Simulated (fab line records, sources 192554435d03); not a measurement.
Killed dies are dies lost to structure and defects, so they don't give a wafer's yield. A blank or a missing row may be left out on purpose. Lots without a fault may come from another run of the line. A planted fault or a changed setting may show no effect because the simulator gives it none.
A struck lot beside a sound one | flow n5_finfet | 35 steps out of a route of 1938
Sound: wafers L872.1, L872.5, L872.6. Struck: wafer L885.4. (L885.2, L885.5 of the same lot were not struck and are left out.) The cause comes at the end.
At each step with rows: each side's tool, then ch and its chambers, then its first start. Under that, the readings that differ: sound wafers | struck wafers | difference of the means | sigmas: that difference in standard deviations of wafers without a fault.
alike: readings whose means differ by less than 2 such deviations, and words and numbers that are the same on both sides. not compared: withheld readings, readings that some wafer has no value for, bounds like >300 that may hide the same value, and numbers for which the record gives no deviation and whose values overlap.
The two part at a step that has a row with sigmas, a row that says differs or no value, or rows on one side only. Numbers that don't overlap but have no deviation are shown without sigmas and don't part them. A reading that every wafer of one side lacks parts them only if that side has two wafers or more.

first, 11 steps without rows for these wafers: N5_BEOL_M8_HM_STRIP_39 (strips TiN in peroxide tin strip, target depth 25 nm, time 158 s); N5_BEOL_M8_SRD_40 (time 30 s); N5_BEOL_M8_PRECLEAN_42 (cleans in residue remover, time 60 s); N5_BEOL_M8_SRD_43 (time 30 s); N5_BEOL_M8_CURE_75 (cures SiCOH lowk, time 120 s); N5_BEOL_M8_DEGAS_44 (time 60 s); N5_BEOL_M8_PRE_CLEAN_45 (time 30 s); N5_BEOL_M8_ALD_77 (deposits TaN, target thk 2 nm, pulse time 2 s, purge time 3 s); N5_BEOL_M8_SURFACE_TREAT_79; N5_BEOL_M8_CVD_78 (deposits Co from CCTBA/H2, target thk 2 nm, time 142.3 s); N5_BEOL_M8_SPUTTER_48 (material Cu, target thk 10 nm, time 1.667 s).
N5_BEOL_M8_ECD_50: material Cu, target thk 300 nm.
  sound on ecd_cu-02 ch 0,1, day 11 09:47; struck on ecd_cu-02 ch 0,1, day 15 06:23
then, 22 steps without rows for these wafers: N5_BEOL_M8_ANNEAL_51 (time 90 s); N5_BEOL_M8_CMP_52 (polishes, stops on SiCOH lowk, t overpolish 6.9 s, target thk 80 nm); N5_BEOL_M8_PRE_CLEAN_55 (time 15 s); N5_BEOL_M8_DEP_56 (deposits SiCN from 3MS/NH3, target thk 10 nm, time 17.5 s); N5_BEOL_M9_ILD_DEP_00 (deposits SiCOH lowk from DEMS/porogen, target thk 308.51 nm, time 58 s); N5_BEOL_M9_CURE_71 (cures SiCOH lowk, time 240 s); N5_BEOL_M9_PECVD_70 (deposits SiO2 from TEOS/O2, target thk 20 nm, time 22.7 s); N5_BEOL_M9_HM_DEP_02 (deposits TiN, target thk 20 nm); N5_BEOL_M9_COAT_59 (time 60 s, resist thk 100 nm); N5_BEOL_M9_COAT_60 (time 60 s, resist thk 30 nm); N5_BEOL_M9_COAT_05 (resist thk 90 nm); N5_BEOL_M9_EBR_07; N5_BEOL_M9_SOFTBAKE_06 (time 60 s); N5_BEOL_M9_EXPOSE_08 (exposes mask M9); N5_BEOL_M9_PEB_09 (peb time 60 s); N5_BEOL_M9_DEVELOP_10 (develop time 30 s); N5_BEOL_M9_DESCUM_16 (chemistry O2, time 7.9 s); N5_BEOL_M9_ETCH_61 (etches SiARC in CF4, target depth 39 nm, time 65 s); N5_BEOL_M9_ETCH_62 (etches SOC in N2/H2, target depth 110 nm, overetch 22 nm, time 165 s); N5_BEOL_M9_STRIP_68 (strips in N2/H2); N5_BEOL_M9_STRIP_67 (strips in CF4); N5_BEOL_M9_HM_OPEN_17 (chemistry Cl2/BCl3, target TiN, target depth 20 nm, overetch 6 nm).
-- the record jumps here: 3 days lie between the struck wafers' starts before and after (it left off in module BEOL_M9 and takes up again in module PASSIVATION, whose first step shown is number 1936 of the route) --
N5_PASSIVATION_PROBE_49:
  the record has rows for the struck wafers here (prober-02, day 18 08:59) and none for the sound ones

WHERE THEY PART
Only at N5_PASSIVATION_PROBE_49, within this record.

WHY: what the simulator had put in
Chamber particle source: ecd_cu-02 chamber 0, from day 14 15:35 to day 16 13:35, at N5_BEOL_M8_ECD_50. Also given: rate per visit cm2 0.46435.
